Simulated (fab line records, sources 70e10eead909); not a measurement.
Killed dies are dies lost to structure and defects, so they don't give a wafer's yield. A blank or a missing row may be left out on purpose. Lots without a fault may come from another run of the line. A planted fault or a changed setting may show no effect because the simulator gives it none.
Which tool did it? | flow nand_harc | 12 lots, 35 wafers sampled, at 4 steps of a route of 1159

WHAT THE GAUGES READ, wafer by wafer
The record holds no reading of a measuring or inspecting step that can be judged against a usual standard deviation.

WHICH TOOL RAN EACH LOT (tool, then ch and the chambers of the sampled wafers, then the start)
lot  | NHARC_A_SLIT_DEP_25             | NHARC_A_SLIT_SOFTBAKE_04          | NHARC_A_SLIT_DESCUM_14             | NHARC_A_SLIT_ETCH_29
L545 | pecvd-02 ch 0,1,2, day 14 11:27 | litho_track-01 ch 0, day 14 14:00 | rie_diel-07 ch 2,3, day 14 15:25   | rie_diel-10 ch 0,2,3, day 14 18:19
L547 | pecvd-01 ch 0,1,2, day 14 23:49 | litho_track-01 ch 0, day 15 02:00 | rie_diel-07 ch 0,3, day 15 03:14   | rie_diel-09 ch 0,3, day 15 06:07
L549 | pecvd-02 ch 0,2, day 16 00:46   | litho_track-06 ch 0, day 16 06:00 | rie_diel-07 ch 0,2,3, day 16 07:19 | rie_diel-10 ch 0,3, day 16 10:09
L550 | pecvd-01 ch 0,1,2, day 16 00:59 | litho_track-06 ch 0, day 16 07:00 | rie_diel-09 ch 2,3, day 16 12:20   | rie_diel-07 ch 2,3, day 16 15:51
L551 | pecvd-03 ch 0,1,2, day 16 10:07 | litho_track-01 ch 0, day 16 14:00 | rie_diel-10 ch 0,1,3, day 16 15:08 | rie_diel-07 ch 0,1, day 16 18:01
L554 | pecvd-02 ch 0,2, day 17 02:04   | litho_track-04 ch 0, day 17 04:00 | rie_diel-09 ch 0,1, day 17 05:27   | rie_diel-10 ch 0,2, day 17 11:54
L555 | pecvd-01 ch 0,1,2, day 17 09:56 | litho_track-06 ch 0, day 17 13:00 | rie_diel-10 ch 1,2,3, day 17 13:54 | rie_diel-10 ch 1,2, day 17 17:59
L559 | pecvd-01 ch 0,1,2, day 18 03:40 | litho_track-04 ch 0, day 18 07:00 | rie_diel-09 ch 1,2,3, day 18 07:57 | rie_diel-10 ch 0,1,2, day 18 11:40
L563 | pecvd-03 ch 0,2, day 18 18:45   | litho_track-01 ch 0, day 18 21:00 | rie_diel-10 ch 1,2, day 18 21:51   | rie_diel-07 ch 1, day 19 00:41
L562 | pecvd-03 ch 0,1,2, day 18 18:55 | litho_track-01 ch 0, day 18 22:00 | rie_diel-07 ch 1,2,3, day 18 23:35 | rie_diel-10 ch 0,1,3, day 19 02:27
L564 | pecvd-01 ch 0,1, day 19 23:38   | litho_track-06 ch 0, day 20 02:00 | rie_diel-10 ch 0,2,3, day 20 02:48 | rie_diel-10 ch 1,2,3, day 20 07:24
L566 | pecvd-03 ch 0,1, day 19 23:43   | litho_track-04 ch 0, day 20 02:00 | rie_diel-10 ch 0,2,3, day 20 02:58 | rie_diel-07 ch 1,2,3, day 20 07:55
- NHARC_A_SLIT_DEP_25: deposits SiO2, target thk 200 nm.
- NHARC_A_SLIT_SOFTBAKE_04: time 55 s.
- NHARC_A_SLIT_DESCUM_14: chemistry O2, time 3 s.
- NHARC_A_SLIT_ETCH_29: etches the open film in CF4/O2, target depth 100 nm, overetch 10 nm, time 55 s.

WHAT THE TOOLS THEMSELVES READ (means of the sampled wafers that have a number; where no wafer has one, the mark that the record gives instead)
NHARC_A_SLIT_DEP_25. Usual: heater_power_w 584 W, standard deviation 95; susceptor_temp_C 399.99 C, standard deviation 0.22; throttle_valve_pct 16.2 %, standard deviation 0.44.
lot  | tool     | heater_power_w (W) | susceptor_temp_C (C) | throttle_valve_pct (%) | flag
L545 | pecvd-02 | 670                | 400.02               | 16.5                   |
L547 | pecvd-01 | 593                | 399.93               | 16.3                   |
L549 | pecvd-02 | 608                | 400.30               | 15.7                   |
L550 | pecvd-01 | 540                | 399.89               | 16.1                   |
L551 | pecvd-03 | 535                | 400.09               | 16.1                   |
L554 | pecvd-02 | 650                | 399.92               | 15.9                   |
L555 | pecvd-01 | 561                | 399.86               | 16.2                   |
L559 | pecvd-01 | 611                | 400.19               | 16.1                   |
L563 | pecvd-03 | 518                | 400.17               | 16.2                   |
L562 | pecvd-03 | 575                | 399.94               | 16.1                   |
L564 | pecvd-01 | 551                | 400.13               | 16.4                   |
L566 | pecvd-03 | 475                | 400.06               | 16.0                   |

NHARC_A_SLIT_SOFTBAKE_04. Usual: heater_power_total_W 188.47 W, standard deviation 0.16.
lot  | tool           | heater_power_total_W (W) | flag
L545 | litho_track-01 | 188.51                   |
L547 | litho_track-01 | 188.64                   |
L549 | litho_track-06 | 188.69                   |
L550 | litho_track-06 | 188.38                   |
L551 | litho_track-01 | 188.38                   |
L554 | litho_track-04 | 188.42                   |
L555 | litho_track-06 | 188.39                   |
L559 | litho_track-04 | 188.46                   |
L563 | litho_track-01 | 190.85                   | OFF
L562 | litho_track-01 | 189.95                   | OFF
L564 | litho_track-06 | 188.32                   |
L566 | litho_track-04 | 188.49                   |

NHARC_A_SLIT_DESCUM_14. Usual: drypump_motor_current_A 5.9 A, standard deviation 0.39; oes_product_au 0.998 a.u., standard deviation 0.0085; rf_vpp_V 57.7 V, standard deviation 0.89; showerhead_plenum_p_Torr 1.87 Torr, standard deviation 0.046; throttle_valve_pct 11.312 %, standard deviation 0.0093.
lot  | tool        | drypump_motor_current_A (A) | oes_product_au (a.u.) | rf_vpp_V (V) | showerhead_plenum_p_Torr (Torr) | throttle_valve_pct (%) | flag
L545 | rie_diel-07 | 6.2                         | 1.003                 | 57.0         | 1.87                            | 11.312                 |
L547 | rie_diel-07 | 6.1                         | 1.008                 | 57.2         | 1.85                            | 11.314                 |
L549 | rie_diel-07 | 5.9                         | 1.000                 | 58.3         | 1.87                            | 11.319                 |
L550 | rie_diel-09 | 6.2                         | 0.993                 | 57.3         | 1.95                            | 11.315                 |
L551 | rie_diel-10 | 5.7                         | 1.004                 | 57.4         | 1.84                            | 11.313                 |
L554 | rie_diel-09 | 6.0                         | 0.992                 | 58.2         | 1.85                            | 11.313                 |
L555 | rie_diel-10 | 5.9                         | 0.997                 | 56.9         | 1.85                            | 11.307                 |
L559 | rie_diel-09 | 6.2                         | 0.993                 | 58.5         | 1.90                            | 11.315                 |
L563 | rie_diel-10 | 5.8                         | 1.002                 | 57.1         | 1.88                            | 11.319                 |
L562 | rie_diel-07 | 5.8                         | 1.005                 | 58.4         | 1.88                            | 11.311                 |
L564 | rie_diel-10 | 5.8                         | 0.998                 | 57.5         | 1.84                            | 11.308                 |
L566 | rie_diel-10 | 5.8                         | 1.000                 | 57.9         | 1.84                            | 11.311                 |

NHARC_A_SLIT_ETCH_29. Usual: drypump_motor_current_A 5.8 A, standard deviation 0.4; oes_product_au 0.999 a.u., standard deviation 0.0077; rf_vpp_V 197.2 V, standard deviation 0.88; showerhead_plenum_p_Torr 1.302 Torr, standard deviation 0.027; throttle_valve_pct 13.397 %, standard deviation 0.0095.
lot  | tool        | drypump_motor_current_A (A) | oes_product_au (a.u.) | rf_vpp_V (V) | showerhead_plenum_p_Torr (Torr) | throttle_valve_pct (%) | flag
L545 | rie_diel-10 | 5.8                         | 0.989                 | 197.0        | 1.284                           | 13.390                 |
L547 | rie_diel-09 | 6.1                         | 0.993                 | 197.8        | 1.317                           | 13.404                 |
L549 | rie_diel-10 | 5.6                         | 1.005                 | 196.8        | 1.276                           | 13.405                 |
L550 | rie_diel-07 | 5.7                         | 1.008                 | 197.8        | 1.319                           | 13.406                 |
L551 | rie_diel-07 | 5.7                         | 0.998                 | 197.4        | 1.305                           | 13.398                 |
L554 | rie_diel-10 | 5.6                         | 1.006                 | 197.1        | 1.295                           | 13.399                 |
L555 | rie_diel-10 | 5.7                         | 1.008                 | 196.9        | 1.309                           | 13.396                 |
L559 | rie_diel-10 | 5.6                         | 1.010                 | 197.0        | 1.301                           | 13.394                 |
L563 | rie_diel-07 | 5.7                         | 0.997                 | 197.7        | 1.327                           | 13.405                 |
L562 | rie_diel-10 | 5.7                         | 0.993                 | 197.7        | 1.282                           | 13.399                 |
L564 | rie_diel-10 | 5.9                         | 0.999                 | 196.6        | 1.289                           | 13.392                 |
L566 | rie_diel-07 | 5.8                         | 1.009                 | 197.7        | 1.315                           | 13.390                 |

THE ANSWER, worked out from the rows above alone
Rule: a lot is off if the mean of its wafers that have a number lies more than 3 standard deviations from the usual mean. A lot without any number at a reading at which 4 lots or more have one is off too. The other lots that the step has rows for count as sound. The gauges are gone through in route order, then the tools' own readings, and for those a lot's mean is taken as printed above. The first step at which some lot is off is used, and at that step the reading that is off furthest; a lot without a number counts as furthest.
Off: L563, L562, at NHARC_A_SLIT_SOFTBAKE_04 (heater_power_total_W).
A tool fits if, at that step or a process step before it, it ran every lot that is off, and no sound lot after the first of them. One fits: litho_track-01 at NHARC_A_SLIT_SOFTBAKE_04. Its last sound lot is L551 (day 16 14:00), its first lot that is off L563 (day 18 21:00): a fault that began between those two fits.
The tool's own readings at NHARC_A_SLIT_SOFTBAKE_04 bear it out: on the lots that are off they differ by more than 5 times the standard deviation of the sound lots' means. heater_power_total_W reads 190.40 W there against 188.47 W on the sound lots.

WHAT THE SIMULATOR HAD PUT IN
Process parameter drift: litho_track-01, from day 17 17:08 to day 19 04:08, at NHARC_A_SLIT_SOFTBAKE_04. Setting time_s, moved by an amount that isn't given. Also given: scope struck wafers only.
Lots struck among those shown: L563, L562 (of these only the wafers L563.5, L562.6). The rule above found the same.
